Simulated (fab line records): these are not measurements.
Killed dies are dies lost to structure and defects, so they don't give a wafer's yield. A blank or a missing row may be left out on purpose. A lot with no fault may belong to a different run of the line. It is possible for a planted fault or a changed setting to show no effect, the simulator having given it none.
Lot-split experiment / flow n5Finfet / route with 1938 steps; 7 lots, 21 wafers read

== ABOUT THE SPLIT ==
At N5_BEOL_M6_TRENCH_ETCH_37 (etches SiCOH lowk in C4F6/O2, target depth 94.435 nm, time 31.5 s), the setting timeS was moved away from the recipe's 31.5 s on 8 of the 21 wafers read, by -21.1% to +10.6%. For the rest of the wafers, this setting stayed at what the recipe calls for.

== FROM THE SPLIT TO THE READING: what the file shows between them, 11 steps ==
- N5_BEOL_M6_ETCH_41: etches SiCN in CH3F/O2, target depth 29.7 nm, time 52 s
- N5_BEOL_M6_STRIP_80: strips in N2/H2, time 10 s
- N5_BEOL_M6_OCD_MEAS_38
- N5_BEOL_M6_HM_STRIP_39: strips TiN in peroxide tin strip, target depth 25 nm, time 158 s
- N5_BEOL_M6_SRD_40: time 30 s
- N5_BEOL_M6_ECD_50: material Cu, target thk 300 nm
- N5_BEOL_M6_ANNEAL_51: time 90 s
- N5_BEOL_M6_CMP_52: polishes, stops on SiCOH lowk, t overpolish 6.9 s, target thk 80 nm
- N5_BEOL_M6_THK_MEAS_53: measures by xrf
- N5_BEOL_M6_PRE_CLEAN_55: time 15 s
- N5_BEOL_M6_DEP_56: deposits SiCN from 3MS/NH3, target thk 10 nm, time 17.5 s

== THE READING ==
M6_RS in ohm/sq, measured at N5_BEOL_M6_RS_MEAS_57 by four-point-probe. Fault-free wafers of this fab line usually give 0.288 ohm/sq, standard deviation 0.0089 ohm/sq.

wafer=L075.1; tool, chamber at the split=rieDiel-06, 3; timeS as run, s=24.85; against the recipe=-21.1%; M6_RS, ohm/sq=0.417; against lot-mates on the recipe=+0.128
wafer=L075.3; tool, chamber at the split=rieDiel-06, 0; timeS as run, s=24.85; against the recipe=-21.1%; M6_RS, ohm/sq=0.381; against lot-mates on the recipe=+0.092
wafer=L075.5; tool, chamber at the split=rieDiel-06, 2; timeS as run, s=31.5; against the recipe=recipe; M6_RS, ohm/sq=0.289; against lot-mates on the recipe=-
wafer=L076.1; tool, chamber at the split=rieDiel-06, 0; timeS as run, s=31.5; against the recipe=recipe; M6_RS, ohm/sq=0.284; against lot-mates on the recipe=-
wafer=L076.2; tool, chamber at the split=rieDiel-06, 2; timeS as run, s=31.5; against the recipe=recipe; M6_RS, ohm/sq=0.285; against lot-mates on the recipe=-
wafer=L076.4; tool, chamber at the split=rieDiel-06, 3; timeS as run, s=31.5; against the recipe=recipe; M6_RS, ohm/sq=0.288; against lot-mates on the recipe=-
wafer=L079.1; tool, chamber at the split=rieDiel-02, 3; timeS as run, s=28.99; against the recipe=-8.0%; M6_RS, ohm/sq=0.315; against lot-mates on the recipe=+0.033
wafer=L079.2; tool, chamber at the split=rieDiel-02, 0; timeS as run, s=31.5; against the recipe=recipe; M6_RS, ohm/sq=0.282; against lot-mates on the recipe=-
wafer=L079.4; tool, chamber at the split=rieDiel-02, 1; timeS as run, s=28.99; against the recipe=-8.0%; M6_RS, ohm/sq=0.324; against lot-mates on the recipe=+0.042
wafer=L084.4; tool, chamber at the split=rieDiel-06, 0; timeS as run, s=34.83; against the recipe=+10.6%; M6_RS, ohm/sq=0.240; against lot-mates on the recipe=-0.052
wafer=L084.5; tool, chamber at the split=rieDiel-06, 1; timeS as run, s=31.5; against the recipe=recipe; M6_RS, ohm/sq=0.301; against lot-mates on the recipe=-
wafer=L084.6; tool, chamber at the split=rieDiel-06, 2; timeS as run, s=31.5; against the recipe=recipe; M6_RS, ohm/sq=0.284; against lot-mates on the recipe=-
wafer=L088.1; tool, chamber at the split=rieDiel-06, 1; timeS as run, s=31.5; against the recipe=recipe; M6_RS, ohm/sq=0.276; against lot-mates on the recipe=-
wafer=L088.2; tool, chamber at the split=rieDiel-06, 0; timeS as run, s=29.41; against the recipe=-6.6%; M6_RS, ohm/sq=0.298; against lot-mates on the recipe=+0.018
wafer=L088.4; tool, chamber at the split=rieDiel-06, 3; timeS as run, s=31.5; against the recipe=recipe; M6_RS, ohm/sq=0.285; against lot-mates on the recipe=-
wafer=L094.1; tool, chamber at the split=rieDiel-02, 0; timeS as run, s=31.5; against the recipe=recipe; M6_RS, ohm/sq=0.291; against lot-mates on the recipe=-
wafer=L094.5; tool, chamber at the split=rieDiel-02, 3; timeS as run, s=27.22; against the recipe=-13.6%; M6_RS, ohm/sq=0.372; against lot-mates on the recipe=+0.081
wafer=L094.6; tool, chamber at the split=rieDiel-02, 2; timeS as run, s=27.22; against the recipe=-13.6%; M6_RS, ohm/sq=0.374; against lot-mates on the recipe=+0.083
wafer=L096.1; tool, chamber at the split=rieDiel-02, 0; timeS as run, s=31.5; against the recipe=recipe; M6_RS, ohm/sq=0.276; against lot-mates on the recipe=-
wafer=L096.4; tool, chamber at the split=rieDiel-02, 3; timeS as run, s=31.5; against the recipe=recipe; M6_RS, ohm/sq=0.276; against lot-mates on the recipe=-
wafer=L096.6; tool, chamber at the split=rieDiel-02, 2; timeS as run, s=31.5; against the recipe=recipe; M6_RS, ohm/sq=0.294; against lot-mates on the recipe=-

FIT RESULTS
A straight line over all 21 wafers: M6_RS changes by -0.00536 ohm/sq for each +1% of timeS; r = -0.97; the points scatter about the line by 0.012 ohm/sq.
The same after taking each lot's own level away (the mean of its wafers on the recipe; 21 wafers): -0.00529 ohm/sq for each +1%; r = -0.98; scatter 0.0094 ohm/sq.
According to that fit, moving timeS by its largest amount changes the reading by 0.11 ohm/sq.
Across the lots, their own levels run from 0.2805 to 0.2925 ohm/sq, a range of 1.3 times the standard deviation given above.
So the lot-to-lot level changes the slope little: the two slopes agree.
Check: for one of the wafers moved furthest among these (-21.1%), held out of the fit, the line's prediction against its lot-mates is +0.105 ohm/sq. Against them it came out at +0.128 ohm/sq.

== THE WHOLE CHAIN: every reading that the file lists as answering this split, in the file's order ==
step=N5_BEOL_M6_TRENCH_ETCH_37; what it does=etches SiCOH lowk in C4F6/O2, target depth 94.435 nm, time 31.5 s; reading=BEOL_M6.featureDepthNm (the simulator's own value, which no gauge read); change (the file's fit)=+1.04 nm for each +1% of the setting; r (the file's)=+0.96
step=N5_BEOL_M6_TRENCH_ETCH_37; what it does=etches SiCOH lowk in C4F6/O2, target depth 94.435 nm, time 31.5 s; reading=etch.depthNm (the simulator's own value, which no gauge read); change (the file's fit)=+1.03 nm for each +1% of the setting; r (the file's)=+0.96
step=N5_BEOL_M6_OCD_MEAS_38; what it does=; reading=trenchDepthNm; change (the file's fit)=+1.03 nm for each +1% of the setting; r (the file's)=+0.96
step=N5_BEOL_M6_CMP_52; what it does=polishes, stops on SiCOH lowk, t overpolish 6.9 s, target thk 80 nm; reading=Cu_of_BEOL_M6_ECD_50.thkNm (the simulator's own value, which no gauge read); change (the file's fit)=+0.984 nm for each +1% of the setting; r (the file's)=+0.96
step=N5_BEOL_M6_THK_MEAS_53; what it does=measures by xrf; reading=M6_THK; change (the file's fit)=+0.997 for each +1% of the setting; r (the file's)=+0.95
step=N5_BEOL_M6_RS_MEAS_57; what it does=measures by four-point-probe; reading=M6_RS; change (the file's fit)=-0.00518 for each +1% of the setting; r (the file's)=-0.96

== FILE'S OWN FIT ==
M6_RS changes by -0.00518 ohm/sq for each +1% of timeS, r = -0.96.
